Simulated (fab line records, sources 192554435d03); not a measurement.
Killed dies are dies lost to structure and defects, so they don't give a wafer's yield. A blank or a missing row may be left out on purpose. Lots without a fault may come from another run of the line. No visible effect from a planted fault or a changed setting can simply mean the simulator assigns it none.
fab line records	flow n5-finfet
record lots=10	wafers=29	last-day=17
route steps=1938 shown BEOL_M1@752 BEOL_M4@1111 PASSIVATION@1936
lots with no fault: from the same line, run without faults
start-h: the number of hours between the record's first day and the start of the first shown wafer of the lot	wait-h: time in hours since the lot's previous step	" repeats the value in the row above	L1.1+2: a row that stands for several wafers	- either no value or no given start	* or withheld: withheld	< > ~ a bound
route shown NAME@n: NAME is a module with steps in the file, n the number in the route of the first one	usual: mean and standard deviation over wafers with no fault	same: alike in all rows	chamber/n: place in a boat	sites: readings site by site	_std_site: how widely they spread, as a standard deviation	_edge_site: the outer-site mean with the inner-site mean subtracted	radius-mm: for every site, how far away it sits from the centre of the wafer	mask NAME#n: copy n	behind: tool/chamber where the wafer was last shaped	hold: what put the lot on hold/how long, in hours/how the hold closed	device: whichever transistor did not switch (one of n, p or np)	end of line: the tests these same wafers got at the end of their route	for a step that has no rows: nothing shown but its recipe	killed: count of dies lost to structure and defects at first sort (not the wafer's yield)	map: per-die view of a wafer (x killed, . not killed, _ where there is no die)
set.NAME: the setting that was run; set.NAME@STEP: the one run at that earlier step	model.NAME: the simulator's own value behind a step, which no gauge read
one table for each step of the route and one row for each wafer, over a sample of lots
services: from which hour (start-h, from the record's first day; less than 0 if before it) a tool's chamber was out of use, for how many hours, and why
## steps
# step N5_BEOL_M1_THK_MEAS_01
# recipe reads=SiOC_of_BEOL_M1_ILD_DEP_00
# usual M1_ILD_THK=78.7/0.82
lot.wafer	tool	chamber	start-h	wait-h	M1_ILD_THK[nm]
L723.2	film-metro-01	-	138.66	0.1	80.2
L723.3	"	-	"	"	79.1
L723.5	"	-	"	"	80.5
L725.2	film-metro-02	-	143.27	0.1	78.7
L725.4	"	-	"	"	79.5
L725.5	"	-	"	"	79.5
L726.3	film-metro-02	-	143.41	0.1	77.3
L726.4	"	-	"	"	79.8
L726.5	"	-	"	"	79.6
L729.2	film-metro-01	-	171.78	0.1	78.1
L729.3	"	-	"	"	76.9
L729.4	"	-	"	"	79.2
L733.1	film-metro-01	-	188.90	0.0	78.6
L733.4	"	-	"	"	79.7
L733.5	"	-	"	"	79.4
L735.4	film-metro-01	-	202.56	0.0	80.0
L735.6	"	-	"	"	79.8
L738.2	film-metro-01	-	219.65	0.1	78.1
L738.3	"	-	"	"	77.4
L738.5	"	-	"	"	78.9
L739.1	film-metro-02	-	225.32	0.0	77.7
L739.3	"	-	"	"	78.2
L739.6	"	-	"	"	79.1
L742.1	film-metro-01	-	237.51	0.0	78.2
L742.5	"	-	"	"	78.5
L742.6	"	-	"	"	79.5
L745.2	film-metro-02	-	266.59	0.1	78.3
L745.3	"	-	"	"	77.4
L745.5	"	-	"	"	80.3
# step N5_BEOL_M1_HM_DEP_02
# recipe material=TiN	target-thk-a=200	temp-c=25	chamber-pressure-pa=0.49996
# usual throttle-valve-pct=29.9/1.3
lot.wafer	tool	chamber	start-h	wait-h	throttle-valve-pct
L723.2	pvd-sputter-03	-	139.70	1.0	31.0
L723.3	"	-	"	"	31.2
L723.5	"	-	"	"	29.2
L725.2	pvd-sputter-01	-	143.36	0.0	29.5
L725.4	"	-	"	"	27.6
L725.5	"	-	"	"	26.7
L726.3	pvd-sputter-01	-	143.51	0.0	29.8
L726.4	"	-	"	"	30.4
L726.5	"	-	"	"	26.6
L729.2	pvd-sputter-03	-	172.41	0.6	30.5
L729.3	"	-	"	"	31.2
L729.4	"	-	"	"	31.1
L733.1	pvd-sputter-03	-	190.79	1.8	30.9
L733.4	"	-	"	"	31.2
L733.5	"	-	"	"	30.8
L735.4	pvd-sputter-01	-	204.20	1.6	30.5
L735.6	"	-	"	"	26.5
L738.2	pvd-sputter-02	-	220.91	1.2	29.3
L738.3	"	-	"	"	30.6
L738.5	"	-	"	"	29.4
L739.1	pvd-sputter-02	-	226.26	0.9	29.4
L739.3	"	-	"	"	30.5
L739.6	"	-	"	"	30.0
L742.1	pvd-sputter-03	-	238.11	0.5	30.9
L742.5	"	-	"	"	31.1
L742.6	"	-	"	"	29.5
L745.2	pvd-sputter-01	-	267.87	1.2	29.5
L745.3	"	-	"	"	27.8
L745.5	"	-	"	"	29.6
# step N5_BEOL_M1_EXPOSE_08
# recipe mask-id=M1	na=0.33	source-shape=dipole	sigma-inner=0.369	sigma-outer=0.767	polarization=unpolarized	dose-mj=33
# same sigma-inner=0.369
lot.wafer	tool	chamber	start-h	wait-h	mask
L723.2+3+5	euv-scanner-02	0	139.97	-	M1#0
L725.2+4+5	euv-scanner-02	0	143.75	-	M1#0
L726.3+4+5	euv-scanner-01	0	143.92	-	M1#0
L729.2+3+4	euv-scanner-02	0	172.68	-	M1#0
L733.1+4+5	euv-scanner-02	0	191.18	-	M1#0
L735.4+6	euv-scanner-02	0	204.61	-	M1#0
L738.2+3+5	euv-scanner-01	0	221.20	-	M1#0
L739.1+3+6	euv-scanner-01	0	226.52	-	M1#0
L742.1+5+6	euv-scanner-01	0	238.37	-	M1#0
L745.2+3+5	euv-scanner-02	0	268.35	-	M1#0
# step N5_BEOL_M1_CD_MEAS_11
# recipe target-cd-nm=17.05	landing-energy-ev=500	detector=se-inlens	polarity=opening
# usual cd-nm=17.11/0.23
lot.wafer	tool	chamber	start-h	wait-h	cd-nm
L723.2	cd-sem-01	0	140.10	-	17.19
L723.3	"	0	"	"	17.18
L723.5	"	0	"	"	17.45
L725.2	cd-sem-01	0	143.88	-	17.19
L725.4	"	0	"	"	17.31
L725.5	"	0	"	"	17.28
L726.3	cd-sem-02	0	144.04	-	17.44
L726.4	"	0	"	"	17.00
L726.5	"	0	"	"	17.41
L729.2	cd-sem-03	0	172.80	-	16.88
L729.3	"	0	"	"	17.30
L729.4	"	0	"	"	16.16
L733.1	cd-sem-03	0	191.30	-	17.26
L733.4	"	0	"	"	16.17
L733.5	"	0	"	"	16.80
L735.4	cd-sem-02	0	204.72	-	16.00
L735.6	"	0	"	"	16.10
L738.2	cd-sem-03	0	221.32	-	16.77
L738.3	"	0	"	"	17.02
L738.5	"	0	"	"	17.00
L739.1	cd-sem-02	0	226.65	-	17.06
L739.3	"	0	"	"	17.04
L739.6	"	0	"	"	17.18
L742.1	cd-sem-02	0	238.50	-	17.30
L742.5	"	0	"	"	17.31
L742.6	"	0	"	"	17.07
L745.2	cd-sem-03	0	268.48	-	17.18
L745.3	"	0	"	"	16.88
L745.5	"	0	"	"	16.99
# step N5_BEOL_M1_ETCH_63
# recipe chemistry=CF4	target=SiARC	target-depth-a=156	mask-material=CAR-EUV	time-s=26	ion-energy-ev=80	pressure-mtorr=40	source-w=545	bias-w=36	Ar_flow_sccm=100	cf4-flow-sccm=100	ends=cleared
# usual drypump-motor-current-A=5.9/0.43	etch-rf-on-time-s=26.0/0.44	oes-product-au=0.69/0.076	rf-vpp-V=184.3/1.3	showerhead-plenum-p-Torr=2.17/0.079	throttle-valve-pct=15.58/0.24
lot.wafer	tool	chamber	start-h	wait-h	drypump-motor-current-A	etch-rf-on-time-s	oes-product-au	rf-hours-counter-h	rf-vpp-V	showerhead-plenum-p-Torr	throttle-valve-pct
L723.2	rie-diel-03	3	140.36	0.0	5.3	26.8	0.58	237	185.5	2.12	16.01
L723.3	"	0	"	"	6.7	26.0	0.80	7	183.9	2.11	15.44
L723.5	"	3	"	"	5.3	26.9	0.58	-	184.4	2.12	16.04
L725.2	rie-diel-06	0	144.14	0.0	6.0	26.3	0.58	229	184.4	2.11	15.76
L725.4	"	1	"	"	6.1	25.4	0.80	11	185.2	2.19	15.26
L725.5	"	1	"	"	6.2	25.5	0.80	-	185.9	2.19	15.25
L726.3	rie-diel-03	2	144.40	0.0	5.3	26.2	0.66	133	181.8	2.06	15.67
L726.4	"	1	"	"	6.0	26.0	0.65	152	184.6	2.23	15.80
L726.5	"	1	"	"	5.9	25.7	0.65	-	184.4	2.23	15.80
L729.2	rie-diel-06	1	173.13	0.0	6.1	25.5	0.79	19	184.0	2.19	15.28
L729.3	"	2	"	"	5.2	26.4	0.76	40	185.8	2.18	15.47
L729.4	"	3	"	"	5.9	26.0	0.72	84	186.3	2.25	15.33
L733.1	rie-diel-02	2	191.52	0.0	6.2	26.5	0.63	193	183.2	2.05	15.99
L733.4	"	1	"	"	6.2	26.4	0.63	155	183.7	2.23	15.37
L733.5	"	3	"	"	5.6	25.4	0.80	-	186.3	2.28	15.42
L735.4	rie-diel-06	1	204.89	0.0	6.2	25.8	0.78	25	185.0	2.19	15.28
L735.6	"	3	"	"	5.9	26.2	0.70	-	184.2	2.25	15.34
L738.2	rie-diel-02	3	221.50	0.0	5.6	25.1	0.80	22	182.8	2.28	15.42
L738.3	"	2	"	"	6.2	26.4	0.62	202	183.4	2.04	16.00
L738.5	"	3	"	"	5.6	24.9	0.79	-	185.9	2.28	15.43
L739.1	rie-diel-03	0	226.99	0.0	6.6	26.1	0.73	37	183.6	2.10	15.51
L739.3	"	2	"	"	5.3	26.8	0.64	162	183.6	2.06	15.74
L739.6	"	0	"	"	6.6	26.0	0.74	-	183.4	2.10	15.52
L742.1	rie-diel-02	1	238.67	0.0	6.2	26.1	0.62	172	186.3	2.22	15.41
L742.5	"	3	"	"	5.6	25.1	0.78	-	185.3	2.27	15.44
L742.6	"	0	"	"	6.0	25.9	0.70	-	183.2	2.25	15.31
L745.2	rie-diel-03	1	268.77	0.0	5.9	26.1	0.61	193	185.6	2.21	15.89
L745.3	"	2	"	"	5.3	26.4	0.63	173	183.1	2.05	15.76
L745.5	"	2	"	"	5.3	26.3	0.63	-	181.6	2.05	15.75
# step N5_BEOL_M4_RC_MEAS_101
# usual DIBL_N=36.3/1.2	DIBL_P=36.1/1.6	IOFF_N=0.161/0.023	IOFF_P=0.209/0.027	ION_N=676/8.9	ION_P=462/5.3	SS_N=71.5/0.51	SS_P=73.2/0.5	VT_N=249.1/2.5	VT_P=-249.9/2.8
lot.wafer	tool	chamber	start-h	wait-h	DIBL_N[mV/V]	DIBL_P[mV/V]	IOFF_N[nA/um]	IOFF_P[nA/um]	ION_N[uA/um]	ION_P[uA/um]	SS_N[mV/dec]	SS_P[mV/dec]	VT_N[mV]	VT_P[mV]
L723.2	prober-01	0	176.29	0.2	36.1	35.6	0.155	0.203	683	462	71.5	72.9	248.2	-249.9
L723.3	"	0	"	"	35.8	36.2	0.145	0.211	671	461	70.9	72.7	248.5	-250.4
L723.5	"	0	"	"	37.7	38.1	0.185	0.249	689	471	71.6	73.9	246.0	-247.5
L725.2	prober-02	0	182.19	0.2	35.7	34.7	0.146	0.190	672	463	71.5	72.8	252.3	-249.1
L725.4	"	0	"	"	34.9	33.4	0.125	0.172	666	457	70.9	72.9	252.6	-253.1
L725.5	"	0	"	"	34.4	33.8	0.125	0.180	667	464	71.1	72.9	252.0	-251.7
L726.3	prober-02	0	185.41	0.3	35.5	34.7	0.126	0.169	658	450	70.6	72.4	250.9	-255.3
L726.4	"	0	"	"	34.8	33.8	0.121	0.164	664	457	69.9	72.7	252.8	-255.6
L726.5	"	0	"	"	36.0	35.1	0.137	0.182	672	459	70.4	72.3	252.8	-254.5
L729.2	prober-01	0	211.89	0.2	34.3	34.7	0.129	0.158	664	450	71.2	73.6	252.9	-256.2
L729.3	"	0	"	"	35.1	35.5	0.140	0.175	679	461	71.3	73.3	248.6	-252.5
L733.1	prober-02	0	228.15	0.0	36.7	38.7	0.170	0.229	685	459	72.1	74.3	249.1	-248.1
L733.5	"	0	"	"	37.4	39.4	0.188	0.234	687	466	71.5	73.6	246.8	-248.6
L738.2	prober-01	0	256.72	0.2	36.9	35.3	0.150	0.187	673	460	70.5	72.4	250.0	-250.0
L738.3	"	0	"	"	38.1	37.1	0.188	0.223	676	454	71.6	73.1	248.3	-248.1
L738.5	"	0	"	"	38.1	36.7	0.179	0.210	674	464	71.6	73.3	246.3	-252.6
L739.1	prober-02	0	268.69	0.0	37.3	39.7	0.196	0.241	692	468	71.8	73.2	245.1	-249.5
L739.3	"	0	"	"	37.7	39.0	0.200	0.229	687	466	72.1	74.0	247.1	-250.1
L739.6	"	0	"	"	35.5	36.3	0.151	0.188	678	464	71.4	73.0	249.1	-253.0
L742.1	prober-02	0	278.72	0.0	36.8	37.2	0.177	0.220	679	460	72.2	73.3	249.4	-250.5
L742.5	"	0	"	"	38.2	37.8	0.200	0.232	688	462	71.8	73.2	247.3	-247.2
L742.6	"	0	"	"	37.9	37.5	0.186	0.225	680	467	72.0	72.1	247.4	-249.5
L745.2	prober-01	0	310.37	0.2	37.1	36.4	0.166	0.217	679	465	71.8	73.3	250.1	-246.2
L745.3	"	0	"	"	36.0	35.6	0.143	0.202	674	463	71.9	73.1	250.6	-248.4
L745.5	"	0	"	"	35.0	34.3	0.132	0.178	662	457	71.6	73.4	251.1	-248.6
# step N5_PASSIVATION_PROBE_49
# usual defect-limited-yield=91.3/1.5	killed_at_M0_to_M3=35/10	killed_at_M4_up=13/5.3	killed-at-contacts=12/5.7	killed-at-front-end=39/11	killed-at-other=3.3/2.7	killed-dies=102/18	killed-on-rim=13/4	killed-open=67/13	killed-short=34/7.8	sort_bin_5_function=5.1/1	sort_bin_6_memory=3.3/0.68	sort-n-pass=1078/18	sort-yield-pct=91.3/1.5
# same gross-dies=1180	killed-at-back-side=0	sort_bin_4_leakage[%]=0	sort_bin_8_speed[%]=0
lot.wafer	tool	chamber	start-h	wait-h	defect-limited-yield[%]	killed_at_M0_to_M3	killed_at_M4_up	killed-at-contacts	killed-at-front-end	killed-at-other	killed-dies	killed-on-rim	killed-open	killed-short	sort_bin_5_function[%]	sort_bin_6_memory[%]	sort-n-pass	sort-yield-pct[%]
L726.3	prober-02	-	277.27	0.1	92.6	28	14	14	26	5	87	14	66	19	4.7	2.5	1093	92.6
L726.4	prober-02	-	277.32	0.2	93.2	26	9	12	30	3	80	12	52	28	4.2	2.4	1100	93.2
L726.5	prober-02	-	277.37	0.2	94.7	15	8	6	31	2	62	9	39	23	3.1	2.0	1118	94.7
L725.2	prober-02	-	278.40	0.1	87.7	43	23	28	43	8	145	11	106	38	7.6	4.2	1035	87.7
L725.4	prober-02	-	278.50	0.2	90.1	35	16	20	44	2	117	13	88	29	6.1	3.6	1063	90.1
L725.5	prober-02	-	278.55	0.2	90.8	48	23	5	29	4	109	15	58	51	5.6	3.2	1071	90.8
L729.2	prober-01	-	309.01	0.1	90.2	29	21	21	43	2	116	21	88	28	6.0	3.3	1064	90.2
L729.3	prober-01	-	309.06	0.1	90.8	19	13	24	47	5	108	13	75	32	4.5	4.3	1072	90.8
L729.4	prober-01	-	309.11	0.2	0	1099	16	18	45	2	1180	152	71	25	66.3	8.3	0	0
L733.1	prober-02	-	328.08	0.0	89.5	45	9	12	58	0	124	13	85	38	6.2	4.1	1056	89.5
L733.4	prober-02	-	328.23	0.2	0.1	1112	10	7	50	0	1179	152	74	40	69.4	8.7	1	0.1
L733.5	prober-02	-	328.28	0.2	92.3	32	10	6	42	1	91	17	53	38	4.8	2.8	1089	92.3
L735.4	prober-02	-	341.79	0.8	0	1101	17	16	44	2	1180	152	81	40	56.4	6.2	0	0
L735.6	prober-02	-	341.89	0.9	0	1110	18	7	43	2	1180	152	78	32	59.1	5.5	0	0
L739.1	prober-02	-	370.04	0.0	89.7	44	7	14	51	5	121	17	66	54	5.5	4.3	1059	89.7
L739.3	prober-02	-	370.14	0.1	91.7	31	10	23	32	2	98	11	72	26	4.6	3.6	1082	91.7
L739.6	prober-02	-	370.29	0.3	92.8	22	18	14	27	4	85	14	58	27	4.9	2.3	1095	92.8
L742.1	prober-01	-	375.52	0.0	90.4	39	20	5	47	2	113	10	81	32	6.1	3.2	1067	90.4
L742.5	prober-01	-	375.72	0.2	91.4	36	19	7	39	1	102	11	64	37	5.7	2.9	1078	91.4
L742.6	prober-01	-	375.77	0.3	91.9	31	18	7	37	2	95	8	60	35	4.5	3.4	1085	91.9
L745.2	prober-02	-	408.24	0.1	88.9	29	11	10	70	11	131	17	91	39	6.7	4.1	1049	88.9
L745.3	prober-02	-	408.29	0.1	91.5	27	20	14	34	5	100	15	65	34	4.8	3.1	1080	91.5
L745.5	prober-02	-	408.39	0.2	90.6	24	16	9	58	4	111	14	62	48	5.3	3.6	1069	90.6
# killed by level:class
L726.3 MOL_CONTACT_COAG:geometric-particle:open=11 BEOL_M0_SAQP:geometric-particle:open=9 STI_FIN_REVEAL:geometric-particle:open=6 BEOL_M2:geometric-particle:open=6 BEOL_M0:geometric-particle:open=4 BEOL_M3:geometric-particle:open=4 BEOL_M5:geometric-particle:short=4 FIN_SAQP:geometric-particle:open=3
L726.4 MOL_CONTACT_COAG:geometric-particle:open=11 FIN_SAQP:geometric-particle:short=8 BEOL_M2:geometric-particle:open=8 FIN_SAQP:geometric-particle:open=7 BEOL_M0_SAQP:geometric-particle:short=6 BEOL_M0_SAQP:geometric-particle:open=5 STI_FIN_REVEAL:geometric-particle:open=4 BEOL_M2:geometric-particle:short=3
L726.5 FIN_SAQP:geometric-particle:open=9 BEOL_M4:geometric-particle:open=7 FIN_SAQP:geometric-particle:short=4 STARTING-WAFER:geometric-particle:open=4 BEOL_M3:geometric-particle:open=4 STI_FIN_REVEAL:geometric-particle:open=3 GATE_CUT:geometric-particle:short=3 MOL_CONTACT_COAG:geometric-particle:open=3
L725.2 MOL_CONTACT_COAG:geometric-particle:open=22 STI_FIN_REVEAL:geometric-particle:open=14 BEOL_M4:geometric-particle:open=14 BEOL_M0_SAQP:geometric-particle:short=11 BEOL_M0:geometric-particle:open=11 BEOL_M2:geometric-particle:open=9 FIN_SAQP:geometric-particle:open=6 MOL_CONTACT_COAG:geometric-particle:short=6
L725.4 MOL_CONTACT_COAG:geometric-particle:open=16 FIN_SAQP:geometric-particle:open=13 BEOL_M0_SAQP:geometric-particle:open=11 BEOL_M4:geometric-particle:open=10 STI_FIN_REVEAL:geometric-particle:open=7 FIN_SAQP:geometric-particle:short=6 BEOL_M0_SAQP:geometric-particle:short=6 BEOL_M2:geometric-particle:open=6
L725.5 BEOL_M0_SAQP:geometric-particle:short=11 BEOL_M4:geometric-particle:open=11 BEOL_M0_SAQP:geometric-particle:open=10 BEOL_M2:geometric-particle:open=10 BEOL_M4:geometric-particle:short=8 FIN_SAQP:geometric-particle:short=7 FIN_SAQP:geometric-particle:open=4 GATE_CUT:geometric-particle:short=4
L729.2 MOL_CONTACT_COAG:geometric-particle:open=16 FIN_SAQP:geometric-particle:open=14 BEOL_M2:geometric-particle:open=12 BEOL_M4:geometric-particle:open=11 DUMMY_GATE:geometric-particle:open=7 BEOL_M0_SAQP:geometric-particle:short=7 BEOL_M0_SAQP:geometric-particle:open=6 GATE_CUT:geometric-particle:open=5
L729.3 MOL_CONTACT_COAG:geometric-particle:open=21 FIN_SAQP:geometric-particle:open=16 FIN_SAQP:geometric-particle:short=9 STI_FIN_REVEAL:geometric-particle:open=7 BEOL_M0_SAQP:geometric-particle:open=5 BEOL_M4:geometric-particle:short=5 BEOL_M4:geometric-particle:open=4 BEOL_M0_SAQP:geometric-particle:short=4
L729.4 BEOL_M1:area-expose=1083 FIN_SAQP:geometric-particle:open=15 MOL_CONTACT_COAG:geometric-particle:open=14 STI_FIN_REVEAL:geometric-particle:open=7 BEOL_M4:geometric-particle:open=7 BEOL_M0_SAQP:geometric-particle:open=6 DUMMY_GATE:geometric-particle:open=5 BEOL_M4:geometric-particle:short=5
L733.1 STI_FIN_REVEAL:geometric-particle:open=26 BEOL_M0_SAQP:geometric-particle:open=13 BEOL_M0_SAQP:geometric-particle:short=12 BEOL_M3:geometric-particle:open=9 MOL_CONTACT_COAG:geometric-particle:open=8 FIN_SAQP:geometric-particle:open=7 FIN_SAQP:geometric-particle:short=7 BEOL_M4:geometric-particle:open=5
L733.4 BEOL_M1:area-expose=1064 STI_FIN_REVEAL:geometric-particle:open=16 BEOL_M3:geometric-particle:open=15 BEOL_M0_SAQP:geometric-particle:short=13 BEOL_M0_SAQP:geometric-particle:open=11 GATE_CUT:geometric-particle:short=8 FIN_SAQP:geometric-particle:open=7 FIN_SAQP:geometric-particle:short=7
L733.5 BEOL_M0_SAQP:geometric-particle:short=14 STI_FIN_REVEAL:geometric-particle:open=9 FIN_SAQP:geometric-particle:short=8 FIN_SAQP:geometric-particle:open=5 STARTING-WAFER:geometric-particle:open=5 BEOL_M1:geometric-particle:open=5 BEOL_M3:geometric-particle:open=5 MOL_CONTACT_COAG:geometric-particle:open=4
L735.4 BEOL_M1:area-expose=1058 MOL_CONTACT_COAG:geometric-particle:open=13 FIN_SAQP:geometric-particle:open=11 FIN_SAQP:geometric-particle:short=10 BEOL_M3:geometric-particle:open=10 BEOL_M4:geometric-particle:open=10 STI_FIN_REVEAL:geometric-particle:open=8 BEOL_M0_SAQP:geometric-particle:open=6
L735.6 BEOL_M1:area-expose=1070 STI_FIN_REVEAL:geometric-particle:open=12 BEOL_M1:geometric-particle:open=10 BEOL_M4:geometric-particle:open=10 BEOL_M3:geometric-particle:open=8 FIN_SAQP:geometric-particle:short=6 FIN_SAQP:geometric-particle:open=6 BEOL_M0_SAQP:geometric-particle:short=6
L739.1 FIN_SAQP:geometric-particle:open=16 BEOL_M0_SAQP:geometric-particle:short=16 STI_FIN_REVEAL:geometric-particle:open=11 FIN_SAQP:geometric-particle:short=10 MOL_CONTACT_COAG:geometric-particle:open=10 BEOL_M0_SAQP:geometric-particle:open=10 GATE_CUT:geometric-particle:short=5 BEOL_M0:geometric-particle:short=5
L739.3 MOL_CONTACT_COAG:geometric-particle:open=21 FIN_SAQP:geometric-particle:open=14 BEOL_M0_SAQP:geometric-particle:open=9 BEOL_M0_SAQP:geometric-particle:short=6 BEOL_M4:geometric-particle:open=6 FIN_SAQP:geometric-particle:short=4 BEOL_M2:geometric-particle:open=4 BEOL_M3:geometric-particle:open=4
L739.6 BEOL_M4:geometric-particle:open=11 STI_FIN_REVEAL:geometric-particle:open=10 MOL_CONTACT_COAG:geometric-particle:open=10 FIN_SAQP:geometric-particle:short=5 BEOL_M0_SAQP:geometric-particle:short=5 BEOL_M1:geometric-particle:open=5 MOL_CONTACT_COAG:geometric-particle:short=4 BEOL_M0_SAQP:geometric-particle:open=4
L742.1 FIN_SAQP:geometric-particle:open=11 FIN_SAQP:geometric-particle:short=11 BEOL_M2:geometric-particle:open=9 STI_FIN_REVEAL:geometric-particle:open=8 BEOL_M0_SAQP:geometric-particle:open=8 BEOL_M4:geometric-particle:open=8 BEOL_M1:geometric-particle:open=7 BEOL_M0_SAQP:geometric-particle:short=7
L742.5 FIN_SAQP:geometric-particle:short=12 BEOL_M0_SAQP:geometric-particle:open=11 BEOL_M1:geometric-particle:open=8 BEOL_M4:geometric-particle:open=8 FIN_SAQP:geometric-particle:open=7 MOL_CONTACT_COAG:geometric-particle:open=7 BEOL_M0_SAQP:geometric-particle:short=7 BEOL_M5:geometric-particle:open=5
L742.6 GATE_CUT:geometric-particle:short=7 MOL_CONTACT_COAG:geometric-particle:open=7 BEOL_M4:geometric-particle:open=7 BEOL_M2:geometric-particle:open=7 BEOL_M0_SAQP:geometric-particle:open=6 BEOL_M3:geometric-particle:open=6 FIN_SAQP:geometric-particle:short=5 FIN_SAQP:geometric-particle:open=4
L745.2 FIN_SAQP:geometric-particle:open=15 STI_FIN_REVEAL:geometric-particle:open=15 GATE_CUT:geometric-particle:open=12 BEOL_M2:geometric-particle:open=11 MOL_CONTACT_COAG:geometric-particle:open=10 MIM_TOP_ETCH:geometric-particle:open=8 STARTING-WAFER:geometric-particle:short=8 GATE_CUT:geometric-particle:short=7
L745.3 BEOL_M4:geometric-particle:open=12 MOL_CONTACT_COAG:geometric-particle:open=11 FIN_SAQP:geometric-particle:short=8 BEOL_M0_SAQP:geometric-particle:short=8 BEOL_M0_SAQP:geometric-particle:open=7 FIN_SAQP:geometric-particle:open=6 BEOL_M2:geometric-particle:open=6 STI_FIN_REVEAL:geometric-particle:open=5
L745.5 FIN_SAQP:geometric-particle:short=14 FIN_SAQP:geometric-particle:open=10 STI_FIN_REVEAL:geometric-particle:open=10 MOL_CONTACT_COAG:geometric-particle:open=7 DUMMY_GATE:geometric-particle:open=6 GATE_CUT:geometric-particle:short=6 BEOL_M4:geometric-particle:short=5 STARTING-WAFER:geometric-particle:short=5
## services
tool	chamber	start-h	hours	kind
rie-diel-06	2	117.42	1.2	repair
euv-scanner-02	-	125.92	12.0	pm
euv-scanner-02	-	137.92	1.0	pm
euv-scanner-01	-	138.93	1.0	pm
euv-scanner-02	-	145.96	0.5	repair
rie-diel-02	3	153.75	1.5	repair
rie-diel-03	3	164.52	1.7	repair
rie-diel-06	-	179.18	14.6	pm
rie-diel-03	3	179.37	-	clean
rie-diel-03	3	179.37	-	consumable-replace:focus-ring
rie-diel-03	3	179.37	16.3	scheduled-down
rie-diel-03	3	179.37	16.3	vent-cycle
euv-scanner-02	-	186.28	1.0	pm
euv-scanner-01	-	189.81	1.0	pm
rie-diel-02	0	201.01	9.1	repair
euv-scanner-02	-	206.29	1.0	repair
rie-diel-02	2	223.76	6.1	repair
rie-diel-02	2	237.18	4.4	repair
euv-scanner-01	-	240.13	4.6	pm
rie-diel-06	2	241.17	1.2	repair
euv-scanner-02	-	244.73	1.0	pm
euv-scanner-01	-	245.96	1.0	pm
euv-scanner-02	-	246.97	4.6	pm
rie-diel-06	3	259.63	4.8	repair
## key
first-sign step=N5_BEOL_M1_CD_MEAS_11	reading=cd-nm	direction=down	sigmas=4.5	usual=17.11	struck=16.11
effect step=N5_PASSIVATION_PROBE_49	reading=killed_at_M0_to_M3	direction=up	sigmas=99+	usual=35	struck=1106
more-kills-born-at N5_BEOL_M1_EXPOSE_08@euv-scanner-02=4275
met-at N5_BEOL_M1_EXPOSE_08
struck-lots L729,L733,L735
struck-wafers L729.4,L733.4,L735.4,L735.6
later-rows-left-out L729.4,L733.4,L735.4,L735.6
not-acting-at N5_BEOL_M1_THK_MEAS_01,N5_BEOL_M1_HM_DEP_02,N5_BEOL_M1_ETCH_63
onset-between 143.75 172.68
fault kind=process-parameter-drift	tool=euv-scanner-02	chamber=-	onset-h=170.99	steps=N5_BEOL_M1_EXPOSE_08	channel=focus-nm	offset=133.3	shape=step	end-h=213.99	scope=struck-wafers-only
# later-rows-left-out: the simulator's readings of these wafers behind a module that went badly wrong aren't trusted and aren't shown, but for the sort
